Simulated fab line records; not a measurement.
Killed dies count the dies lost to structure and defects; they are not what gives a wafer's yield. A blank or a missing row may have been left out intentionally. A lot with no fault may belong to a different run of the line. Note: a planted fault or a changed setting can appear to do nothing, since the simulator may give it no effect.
8D (eight disciplines) problem report, filled in by code :: flow nand harc :: the parts of the form that need people (team, actions taken, sign-off) are left out

## 1. THE ISSUE
Wafers with no fault read 148.3 nm with a standard deviation of 1.6, whereas thk nm at NHARC_A_SGD_CUT_THK_MEAS_22 reads a mean of 127.6 nm on 1 wafer of 1 lot. Measured from the usual mean, that is -13 standard deviations.
The step: measures by ellipsometry.
Seen first at day 23 13:55 on film metro-02, wafer L598.6. The record holds 30 wafers of 10 lots with a number at this step. The rule behind "out" and "out of limits": a value lying over 4 standard deviations away from the usual mean. The other wafers with a number count as sound.

## 2. WHAT THIS IS AND IS NOT
question: which readings at this step
is: thk nm
is not: -

question: which lots
is: L598
is not: L587, L601, L603, L605, L606, L607, L608, L609, L610

question: which wafers of those lots
is: L598.6
is not: L598.1, L598.3

question: read on which gauges
is: film metro-02
is not: film metro-01

question: when
is: from day 23 13:55
is not: up to then (5 sound wafers); but 24 sound wafers of L601, L603, L605, L606, L607, L608, L609, L610 came after

## 3. THE SUSPECTS, EACH WITH WHAT RULES IT OUT
Counting: a tool at a process step up to the reading stays a suspect if it ran every lot that is out. Sound lots after the first of them don't rule it out here, since some wafers of a struck lot are sound.
- the gauge at NHARC_A_SGD_CUT_THK_MEAS_22: kept. All the wafers that are out were read on film metro-02, and no step on other tools shows them out.
- rie diel-13 at NHARC_A_STAIRCASE_STRIP_475 (strips in O2, time 20 s): kept. It processed L598, the lot that is out, at day 23 06:32, and its most recent sound lot before then was L587 at day 19 09:11. With no start given for some of its lots, NHARC_A_STAIRCASE_STRIP_475 uses the hours and lot order of NHARC_A_STAIRCASE_CMP_472.
- cmp-02 at NHARC_A_STAIRCASE_CMP_472 (polishes SiO2): kept. It ran the lot that is out, L598 (day 23 06:32).
- fcvd-02 at NHARC_A_SGD_CUT_DEP_20 (deposits SiO2, target thk 150 nm): kept. It ran the lot that is out, L598 (day 23 09:11).
- Within rie diel-13 at NHARC_A_STAIRCASE_STRIP_475: the wafers that are out ran in chamber 2; their sound lot-mates ran in chambers 0, 1.
- Within cmp-02 at NHARC_A_STAIRCASE_CMP_472: the wafers that are out ran in chamber 2; their sound lot-mates ran in chambers 1, 3.
Left after counting: rie diel-13 at NHARC_A_STAIRCASE_STRIP_475, cmp-02 at NHARC_A_STAIRCASE_CMP_472, fcvd-02 at NHARC_A_SGD_CUT_DEP_20, film metro-02 at NHARC_A_SGD_CUT_THK_MEAS_22.

## 4. THE CAUSE (what the simulator had put in)
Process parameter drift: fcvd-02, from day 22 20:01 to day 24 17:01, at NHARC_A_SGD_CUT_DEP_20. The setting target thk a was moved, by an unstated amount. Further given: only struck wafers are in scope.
Of the 4 suspects that counting leaves, this tool is one.

## 5. THE CHAIN OF EFFECTS, in route order
Rows list readings where the struck wafers' mean (over those with a number) sits beyond 3 standard deviations from the usual. Only readings for which the record gives a usual standard deviation are gone through. hours: the time from each lot's start at the first step in this table that gives one to its start at this step, as a median over the lots. sigmas: the change in usual standard deviations.
hours: 0
step: NHARC_A_SGD_CUT_THK_MEAS_22
reading: thk nm
usual: 148.3 nm
on struck wafers: 127.6
change: -20.7
sigmas: -13

## 6. HOW IT WOULD HAVE BEEN CAUGHT EARLIER
The first out-of-limits reading at a measuring or inspecting step in this record came at day 23 13:55, 18 hours after the fault's start at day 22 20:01.
The start of NHARC_A_SGD_CUT_DEP_20 on fcvd-02 came by day 23 13:55 for every one of the lots that are out (1). Tool hold at that time: it would have spared none of them.
